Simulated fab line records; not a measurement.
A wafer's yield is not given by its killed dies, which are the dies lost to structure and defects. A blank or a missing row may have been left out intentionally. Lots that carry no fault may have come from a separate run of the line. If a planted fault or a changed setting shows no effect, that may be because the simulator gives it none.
fab line records ; flow nandHarc
record: lots: 5; wafers: 15; lastDay: 33
route steps=1302 shown P_GATE@126
lots that met no fault: taken from a fault-free run of the same line
startH: hours from the record's first day to the start of the lot's first wafer shown ; waitH: hours from the lot's prior step to this one ; " repeats the value in the row above ; L1.1+2: several wafers, shown together as one row ; - value missing, or start not given ; * or withheld: withheld ; < > ~ a bound
route shown NAME@n: NAME is a module with steps in the file, n the number in the route of the first one ; usual: average and standard deviation across the fault-free wafers ; same: alike in all rows ; chamber/n: place in a boat ; sites: the reading at each site ; _std_site: their standard deviation ; _edge_site: mean of outer sites minus mean of inner sites ; radiusMm: how far each site lies from the wafer's centre ; mask NAME#n: copy n ; behind: the most recent tool/chamber to have shaped the wafer ; hold: the reason the lot was held/the length of the hold in hours/how it ended ; device: transistor that didn't switch, given as n, p or np ; end of line: at the end of the route, the tests of the same wafers ; for a step that has no rows: nothing shown but its recipe ; killed: not the wafer's yield, but the dies lost to structure and defects at the first sort ; map: shows each die of a wafer: x if killed, . if not, _ if none is there
set.NAME: setting as actually run; set.NAME@STEP: the setting as run at that earlier step ; model.NAME: the simulator's own value behind a step, which no gauge read
certain route steps with their lots: each step a table, each wafer a row
services: from which hour (startH, from the record's first day; less than 0 if before it) a tool's chamber was out of use, for how many hours, and why
== steps ==
step: NHARC_P_GATE_STRIP_15
recipe: timeS: 780; tempC: 130; chemistry: SPM
step: NHARC_P_GATE_PRECLEAN_71
recipe: timeS: *; tempC: 50; bathAgeMin: 0; chemistry: SC1
step: NHARC_P_GATE_SRD_72
step: NHARC_P_GATE_OXIDE_16
recipe: targetThkA: 30; tempC: 875; oxTimeS: 392; material: SiO2
step: NHARC_P_GATE_CVD_17
recipe: targetThkA: 1500; tempC: 620; timeS: 900; material: poly-Si
step: NHARC_P_GATE_HM_DEP_102
recipe: targetThkA: 1200; tempC: 400; material: aC
usual: throttleValvePct: 35.001/0.009
lot.wafer;tool;chamber;startH;waitH;throttleValvePct
L207.1;aclDep-02;0;121.31;0.4;34.992
L207.2;aclDep-02;0;121.31;0.4;34.994
L207.6;aclDep-02;0;121.31;0.4;34.995
L213.2;aclDep-03;0;189.37;5.1;34.996
L213.5;aclDep-03;0;189.37;5.1;34.997
L213.6;aclDep-03;0;189.37;5.1;35.002
L216.1;aclDep-02;0;223.03;2.2;35.011
L216.2;aclDep-02;0;223.03;2.2;35.001
L216.4;aclDep-02;0;223.03;2.2;34.991
L217.1;aclDep-03;0;223.03;2.2;35.002
L217.3;aclDep-03;0;223.03;2.2;35.015
L217.6;aclDep-03;0;223.03;2.2;35.004
L227.1;aclDep-01;0;321.97;1.2;35.009
L227.2;aclDep-01;0;321.97;1.2;34.999
L227.5;aclDep-01;0;321.97;1.2;35.012
step: NHARC_P_GATE_DEP_103
recipe: targetThkA: 300; targetThkNm: 30; tempC: 400; flowSccm: 200; rfW: 350; material: SiON
usual: heaterPowerW: 763/63
lot.wafer;tool;chamber;startH;waitH;heaterPowerW;sinceWetCleanH
L207.2;pecvd-03;2;122.00;0.5;730;105
L207.1;pecvd-03;0;122.00;0.5;735;105
L207.6;pecvd-03;1;122.00;0.5;745;-
L213.2;pecvd-04;2;190.23;0.7;803;89
L213.5;pecvd-04;0;190.23;0.7;769;-
L213.6;pecvd-04;2;190.23;0.7;840;-
L216.1;pecvd-03;0;223.69;0.6;791;26
L216.2;pecvd-03;2;223.69;0.6;770;26
L216.4;pecvd-03;1;223.69;0.6;797;-
L217.3;pecvd-04;0;223.69;0.3;740;123
L217.1;pecvd-04;1;223.69;0.3;814;123
L217.6;pecvd-04;1;223.69;0.3;816;-
L227.2;pecvd-03;2;322.64;0.5;663;125
L227.1;pecvd-03;1;322.64;0.5;763;125
L227.5;pecvd-03;2;322.64;0.5;666;-
step: NHARC_P_GATE_DEHYDRATE_18
recipe: tempC: 150; timeS: 120
step: NHARC_P_GATE_HMDS_19
recipe: timeS: 30
step: NHARC_P_GATE_COAT_20
recipe: spinRpm: 1500; resistThkNm: 90
step: NHARC_P_GATE_SOFTBAKE_21
recipe: tempC: 105; timeS: 55
step: NHARC_P_GATE_EBR_22
step: NHARC_P_GATE_EXPOSE_23
recipe: na: 1.35; targetCdNm: 120; doseMj: 93.91; maskId: P_GATE
usual: exposureDoseMJCm2: 93.90/0.085
lot.wafer;tool;chamber;startH;waitH;mask;exposureDoseMJCm2
L207.1;arfiScanner-03;0;122.39;-;P_GATE#0;93.82
L207.2;arfiScanner-03;0;122.39;-;P_GATE#0;93.82
L207.6;arfiScanner-03;0;122.39;-;P_GATE#0;93.88
L213.2;arfiScanner-02;0;190.71;-;P_GATE#0;94.05
L213.5;arfiScanner-02;0;190.71;-;P_GATE#0;94.02
L213.6;arfiScanner-02;0;190.71;-;P_GATE#0;94.06
L216.1;arfiScanner-03;0;224.22;-;P_GATE#0;94.05
L216.2;arfiScanner-03;0;224.22;-;P_GATE#0;94.01
L216.4;arfiScanner-03;0;224.22;-;P_GATE#0;93.92
L217.1;arfiScanner-02;0;224.38;-;P_GATE_R1#0;93.93
L217.3;arfiScanner-02;0;224.38;-;P_GATE_R1#0;93.99
L217.6;arfiScanner-02;0;224.38;-;P_GATE_R1#0;93.94
L227.1;arfiScanner-01;0;323.08;-;P_GATE#0;93.88
L227.2;arfiScanner-01;0;323.08;-;P_GATE#0;93.91
L227.5;arfiScanner-01;0;323.08;-;P_GATE#0;93.91
step: NHARC_P_GATE_PEB_24
recipe: pebTempC: 100; pebTimeS: 65
step: NHARC_P_GATE_DEVELOP_25
recipe: developTimeS: 35; devTempC: 23
step: NHARC_P_GATE_CD_MEAS_26
recipe: targetCdNm: 120; landingEnergyEv: 500
usual: cdNm: 120.0/0.86
lot.wafer;tool;chamber;startH;waitH;cdNm
L207.1;cdSem-01;0;122.53;-;121.1
L207.2;cdSem-01;0;122.53;-;121.8
L207.6;cdSem-01;0;122.53;-;121.2
L213.2;cdSem-03;0;190.85;-;119.8
L213.5;cdSem-03;0;190.85;-;120.7
L213.6;cdSem-03;0;190.85;-;119.1
L216.1;cdSem-01;0;224.36;-;120.2
L216.2;cdSem-01;0;224.36;-;118.0
L216.4;cdSem-01;0;224.36;-;119.8
L217.1;cdSem-02;0;224.52;-;115.1
L217.3;cdSem-02;0;224.52;-;114.2
L217.6;cdSem-02;0;224.52;-;115.0
L227.1;cdSem-01;0;323.22;-;119.3
L227.2;cdSem-01;0;323.22;-;118.0
L227.5;cdSem-01;0;323.22;-;118.4
step: NHARC_P_GATE_OVL_MEAS_27
usual: overlayXNm: -0.1/0.71; overlayYNm: 0.1/0.84
lot.wafer;tool;chamber;startH;waitH;overlayXNm;overlayYNm
L207.1;overlay-01;-;122.61;-;0.6;-1.1
L207.2;overlay-01;-;122.61;-;1.2;-1.8
L207.6;overlay-01;-;122.61;-;0.8;-0.8
L213.2;overlay-01;-;190.94;-;0.4;-0.4
L213.5;overlay-01;-;190.94;-;0.3;-0.2
L213.6;overlay-01;-;190.94;-;0.2;0.2
L216.1;overlay-01;-;224.45;-;-0.9;0.8
L216.2;overlay-01;-;224.45;-;-0.7;1.0
L216.4;overlay-01;-;224.45;-;-1.4;0.7
L217.1;overlay-02;-;224.61;-;0.3;0.2
L217.3;overlay-02;-;224.61;-;1.0;0.4
L217.6;overlay-02;-;224.61;-;0.8;0.8
L227.1;overlay-01;-;323.31;-;1.4;0.6
L227.2;overlay-01;-;323.31;-;1.4;0.6
L227.5;overlay-01;-;323.31;-;0.9;0.4
step: NHARC_P_GATE_INSPECT_28
usual: rawDefectCount: 6.2/2.9
lot.wafer;tool;chamber;startH;waitH;rawDefectCount
L207.1;defectInspect-02;-;122.65;0.0;10
L207.2;defectInspect-02;-;122.65;0.0;12
L207.6;defectInspect-02;-;122.65;0.0;5
L213.2;defectInspect-01;-;190.98;0.0;9
L213.5;defectInspect-01;-;190.98;0.0;9
L213.6;defectInspect-01;-;190.98;0.0;6
L216.1;defectInspect-01;-;224.49;0.0;7
L216.2;defectInspect-01;-;224.49;0.0;3
L216.4;defectInspect-01;-;224.49;0.0;0
L217.1;defectInspect-01;-;224.64;0.0;7
L217.3;defectInspect-01;-;224.64;0.0;6
L217.6;defectInspect-01;-;224.64;0.0;5
L227.1;defectInspect-01;-;323.35;0.0;5
L227.2;defectInspect-01;-;323.35;0.0;7
L227.5;defectInspect-01;-;323.35;0.0;2
step: NHARC_P_GATE_DESCUM_31
recipe: timeS: 3; o2FlowSccm: 200; arFlowSccm: 0; biasPowerW: 0; chemistry: O2
usual: drypumpMotorCurrentA: 5.7/0.53; mfcArSccm: 0.007/0.0079; oesProductAu: 1.002/0.015; rfVppV: 57.8/1; showerheadPlenumPTorr: 1.91/0.076; throttleValvePct: 11.311/0.0086
lot.wafer;tool;chamber;startH;waitH;drypumpMotorCurrentA;mfcArSccm;oesProductAu;rfHoursCounterH;rfVppV;showerheadPlenumPTorr;throttleValvePct;model.P_GATE.cdNm
L207.1;rieDiel-08;2;122.73;0.1;4.9;0;1.013;10;58.2;1.87;11.316;121.5
L207.2;rieDiel-08;3;122.73;0.1;6.5;0.019;1.000;9;57.3;1.89;11.290;121.9
L207.6;rieDiel-08;0;122.73;0.1;5.3;0.014;1.005;-;57.0;1.83;11.325;120.2
L213.2;rieDiel-04;1;191.10;0.1;6.2;0;1.003;1;58.9;1.93;11.307;119.8
L213.6;rieDiel-04;1;191.10;0.1;6.3;0;1.007;-;58.1;1.93;11.309;118.7
L213.5;rieDiel-04;2;191.10;0.1;6.2;0;1.000;-;57.3;1.85;11.303;119.9
L216.1;rieDiel-07;2;224.55;0.1;6.3;0.017;0.989;5;57.8;1.93;11.307;119.3
L216.2;rieDiel-07;0;224.55;0.1;5.6;0.017;0.994;4;57.6;1.98;11.306;118.5
L216.4;rieDiel-07;1;224.55;0.1;6.0;0;1.025;4;58.2;2.03;11.313;119.4
L217.1;rieDiel-08;0;224.70;0.1;5.3;0.014;1.024;0;58.2;1.83;11.309;113.7
L217.3;rieDiel-08;1;224.70;0.1;5.2;0.012;1.007;0;58.3;2.03;11.307;115.2
L217.6;rieDiel-08;0;224.70;0.1;5.3;0.014;1.014;-;57.7;1.83;11.303;113.3
L227.1;rieDiel-08;2;323.42;0.1;4.9;0;1.006;7;59.2;1.86;11.309;119.1
L227.2;rieDiel-08;3;323.42;0.1;6.5;0.019;1.006;5;57.3;1.89;11.330;118.5
L227.5;rieDiel-08;1;323.42;0.1;5.2;0.012;0.999;-;57.6;2.03;11.332;118.6
step: NHARC_P_GATE_ETCH_104
recipe: targetDepthA: 600; timeS: withheld; cf4FlowSccm: 100; chf3FlowSccm: 30; arFlowSccm: 0; rfW: 500; biasW: 200; chemistry: CF4/CHF3
usual: cf4FlowSccm: 99.9/0.33; drypumpMotorCurrentA: 5.7/0.54; mfcArSccm: 0.008/0.0082; oesProductAu: 0.952/0.024; rfVppV: 370.6/1.9; showerheadPlenumPTorr: 1.57/0.056; throttleValvePct: 16.802/0.0095
lot.wafer;tool;chamber;startH;waitH;cf4FlowSccm;drypumpMotorCurrentA;mfcArSccm;oesProductAu;rfVppV;showerheadPlenumPTorr;throttleValvePct
L207.2;rieDiel-08;3;122.80;0.1;100.1;6.5;0.019;0.981;370.6;1.55;16.806
L207.1;rieDiel-08;0;122.80;0.1;99.8;5.3;0.014;0.962;369.7;1.51;16.798
L207.6;rieDiel-08;0;122.80;0.1;99.1;5.3;0.014;0.962;368.1;1.51;16.807
L213.2;rieDiel-04;3;191.19;0.1;99.7;5.3;0;0.994;371.8;1.57;16.799
L213.6;rieDiel-04;1;191.19;0.1;99.9;6.3;0;0.974;372.2;1.58;16.801
L213.5;rieDiel-04;2;191.19;0.1;100.2;6.2;0;0.975;368.4;1.53;16.811
L216.4;rieDiel-07;1;224.63;0.1;100.1;6.0;0;0.939;373.9;1.66;16.797
L216.2;rieDiel-07;2;224.63;0.1;99.8;6.3;0.017;0.903;370.8;1.59;16.798
L216.1;rieDiel-07;0;224.63;0.1;99.9;5.6;0.017;0.921;371.4;1.63;16.796
L217.1;rieDiel-08;3;224.79;0.1;100.4;6.5;0.019;0.937;369.2;1.55;16.805
L217.3;rieDiel-08;1;224.79;0.1;99.6;5.2;0.012;0.935;373.5;1.66;16.804
L217.6;rieDiel-08;3;224.79;0.1;100.0;6.5;0.019;0.928;371.6;1.55;16.813
L227.2;rieDiel-08;2;323.49;0.1;100.0;4.9;0;0.946;369.7;1.53;16.794
L227.1;rieDiel-08;1;323.49;0.1;99.7;5.2;0.012;0.942;372.9;1.66;16.804
L227.5;rieDiel-08;2;323.49;0.1;100.0;4.9;0;0.946;369.3;1.53;16.796
step: NHARC_P_GATE_HM_OPEN_105
recipe: targetDepthA: 3600; o2FlowSccm: 400; cosFlowSccm: 20; arFlowSccm: 0; rfW: 500; biasW: 300; chemistry: O2/COS
usual: drypumpMotorCurrentA: 5.7/0.53; mfcArSccm: 0.008/0.008; oesProductAu: 1.002/0.015; rfVppV: 467.1/2.5; showerheadPlenumPTorr: 3.12/0.12; throttleValvePct: 28.329/0.0097
lot.wafer;tool;chamber;startH;waitH;drypumpMotorCurrentA;mfcArSccm;oesProductAu;rfHoursCounterH;rfVppV;showerheadPlenumPTorr;throttleValvePct
L207.2;rieDiel-08;1;-;-;5.2;0.012;1.015;9;471.4;3.30;28.336
L207.1;rieDiel-08;3;-;-;6.5;0.019;1.005;9;467.6;3.08;28.322
L207.6;rieDiel-08;0;-;-;5.3;0.014;0.998;-;464.8;2.99;28.329
L213.2;rieDiel-04;2;-;-;6.2;0;1.021;1;464.5;3.03;28.332
L213.6;rieDiel-04;1;-;-;6.3;0;1.013;-;466.8;3.14;28.330
L213.5;rieDiel-04;2;-;-;6.2;0;1.021;-;465.4;3.03;28.328
L216.2;rieDiel-07;2;-;-;6.2;0.017;0.977;5;469.9;3.15;28.317
L216.1;rieDiel-07;3;-;-;6.1;0;0.991;5;462.5;2.92;28.336
L216.4;rieDiel-07;0;-;-;5.6;0.017;0.997;4;471.2;3.23;28.328
L217.3;rieDiel-08;2;-;-;5.0;0;1.013;0;466.4;3.05;28.328
L217.1;rieDiel-08;1;-;-;5.2;0.012;1.007;0;470.3;3.30;28.328
L217.6;rieDiel-08;3;-;-;6.5;0.019;0.993;-;466.2;3.08;28.334
L227.2;rieDiel-08;1;-;-;5.2;0.012;0.991;6;469.7;3.30;28.314
L227.1;rieDiel-08;2;-;-;4.9;0;1.000;7;465.9;3.04;28.345
L227.5;rieDiel-08;0;-;-;5.3;0.014;1.017;-;463.3;2.99;28.333
step: NHARC_P_GATE_STRIP_106
recipe: o2FlowSccm: 400; cosFlowSccm: 20; arFlowSccm: 0; biasW: 0; chemistry: O2/COS
step: NHARC_P_GATE_ETCH_114
recipe: targetDepthA: 300; overetchA: 30; timeS: 16.5; ionEnergyEv: 100; cf4FlowSccm: 80; o2FlowSccm: 20; arFlowSccm: 0; rfW: 300; biasW: 100; chemistry: CF4/O2
usual: cf4FlowSccm: 80.04/0.24; drypumpMotorCurrentA: 5.7/0.53; mfcArSccm: 0.008/0.0081; oesProductAu: 1.003/0.014; rfVppV: 197.9/1.3; showerheadPlenumPTorr: 1.33/0.05; throttleValvePct: 13.397/0.0089
lot.wafer;tool;chamber;startH;waitH;cf4FlowSccm;drypumpMotorCurrentA;mfcArSccm;oesProductAu;rfHoursCounterH;rfVppV;showerheadPlenumPTorr;throttleValvePct;model.P_GATE.cdNm
L207.2;rieDiel-08;3;-;-;79.98;6.5;0.019;1.006;9;197.7;1.32;13.395;125.6
L207.1;rieDiel-08;1;-;-;80.17;5.2;0.012;1.025;9;200.2;1.41;13.396;123.2
L207.6;rieDiel-08;3;-;-;80.31;6.5;0.019;1.003;-;198.1;1.32;13.384;119
L213.2;rieDiel-04;1;-;-;79.73;6.2;0;0.991;1;199.5;1.34;13.396;120.7
L213.6;rieDiel-04;2;-;-;79.69;6.2;0;1.024;-;197.2;1.30;13.381;120.3
L213.5;rieDiel-04;3;-;-;80.16;5.4;0;1.010;-;195.8;1.34;13.402;120
L216.4;rieDiel-07;1;-;-;80.23;6.0;0;1.019;4;200.7;1.41;13.401;123.5
L216.2;rieDiel-07;2;-;-;79.93;6.2;0.017;0.977;5;198.2;1.35;13.404;119.1
L216.1;rieDiel-07;3;-;-;80.06;6.1;0;0.999;5;195.4;1.25;13.400;120.8
L217.1;rieDiel-08;1;-;-;79.74;5.2;0.012;1.011;0;199.0;1.41;13.416;115.1
L217.3;rieDiel-08;2;-;-;80.49;5.0;0;1.006;0;196.6;1.30;13.387;112.5
L217.6;rieDiel-08;1;-;-;80.03;5.2;0.012;1.010;-;199.5;1.41;13.409;107.8
L227.2;rieDiel-08;1;-;-;80.21;5.2;0.012;0.997;6;200.9;1.41;13.392;121.1
L227.1;rieDiel-08;2;-;-;80.11;4.9;0;1.002;7;198.9;1.30;13.398;118.1
L227.5;rieDiel-08;1;-;-;80.00;5.2;0.012;1.006;-;199.5;1.41;13.390;119.8
step: NHARC_P_GATE_ETCH_32
recipe: targetDepthA: 1500; overEtchFrac: 1; overEtchIonEnergyEv: 40; timeS: 100.1; hbrFlowSccm: 150; cl2FlowSccm: 50; rfW: 400; icpW: 400; biasW: 100; chemistry: HBr/Cl2
usual: drypumpMotorCurrentA: 6.0/0.32; oesProductAu: 1.003/0.013; throttleValvePct: 26.406/0.0092
lot.wafer;tool;chamber;startH;waitH;drypumpMotorCurrentA;oesProductAu;rfHoursCounterH;throttleValvePct
L207.2;rieSi-03;0;123.17;-;5.5;1.036;0.41;26.393
L207.1;rieSi-03;2;123.17;-;6.4;0.981;0.49;26.415
L207.6;rieSi-03;1;123.17;-;5.6;0.999;-;26.425
L213.2;rieSi-01;1;191.56;-;6.3;1.014;0.92;26.400
L213.5;rieSi-01;3;191.56;-;5.8;0.991;-;26.404
L213.6;rieSi-01;0;191.56;-;6.2;1.024;-;26.391
L216.2;rieSi-05;0;225.03;-;5.7;1.013;0.41;26.412
L216.1;rieSi-05;2;225.03;-;6.4;0.999;0.45;26.393
L216.4;rieSi-05;3;225.03;-;6.3;0.996;-;26.394
L217.1;rieSi-01;0;225.17;-;6.2;1.017;0.22;26.409
L217.3;rieSi-01;1;225.17;-;6.3;1.003;0.22;26.404
L217.6;rieSi-01;3;225.17;-;5.8;0.990;-;26.415
L227.1;rieSi-05;2;323.89;-;6.4;1.001;0.11;26.394
L227.2;rieSi-05;3;323.89;-;6.3;0.975;0.07;26.404
L227.5;rieSi-05;2;323.89;-;6.4;0.996;-;26.387
== services ==
tool;chamber;startH;hours;kind
arfiScanner-03;-;109.04;0.4;repair
rieDiel-08;1;112.78;9.7;repair
rieDiel-07;-;117.20;9.0;pm
aclDep-03;-;118.82;13.0;pm
pecvd-03;1;124.33;2.0;repair
rieSi-05;-;128.00;9.0;pm
arfiScanner-02;-;141.46;4.0;pm
rieDiel-04;3;152.06;3.6;repair
rieSi-01;2;155.85;79.3;repair
rieDiel-07;0;169.16;5.7;repair
rieDiel-04;-;178.47;9.0;pm
arfiScanner-02;-;178.56;5.1;repair
rieDiel-08;2;181.54;8.8;repair
pecvd-03;-;185.00;13.0;pm
rieDiel-08;-;190.86;9.0;pm
rieSi-01;-;193.00;9.0;pm
rieDiel-07;0;193.09;6.3;repair
rieDiel-04;1;203.54;13.0;repair
rieDiel-04;2;235.21;8.3;repair
rieDiel-07;-;243.73;0.5;repair
pecvd-03;2;272.93;10.0;repair
rieDiel-08;1;274.08;4.2;repair
rieDiel-07;-;294.20;9.0;pm
rieDiel-07;2;313.34;3.3;repair
== key ==
firstSign: step: NHARC_P_GATE_EXPOSE_23; reading: mask; direction: changed
effect: step: NHARC_P_GATE_CD_MEAS_26; reading: cdNm; direction: down; sigmas: 6.1; usual: 120.0; struck: 114.7
modelEffect: step: NHARC_P_GATE_DESCUM_31; value: P_GATE.cdNm; without: 119.4; struck: 114
modelEffect: step: NHARC_P_GATE_ETCH_114; value: P_GATE.cdNm; without: 117.2; struck: 111.8
metAt NHARC_P_GATE_EXPOSE_23
struckWafers L217.1,L217.3,L217.6
testerLeftOut L217
onsetBetween 190.71 224.38
fault: kind: wrongMask; tool: any; chamber: -; onsetH: 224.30; steps: NHARC_P_GATE_EXPOSE_23; auxCopy: P_GATE_R1#0; cdOffsetNm: -5.4086; scope: struckLotsOnly
testerLeftOut: of these lots the tester's yield and bins aren't shown, on N5 and GAA mostly nor the transistor test; their killed dies are dies lost to structure and defects alone, not to doping, threshold or leakage, so they don't give the yield
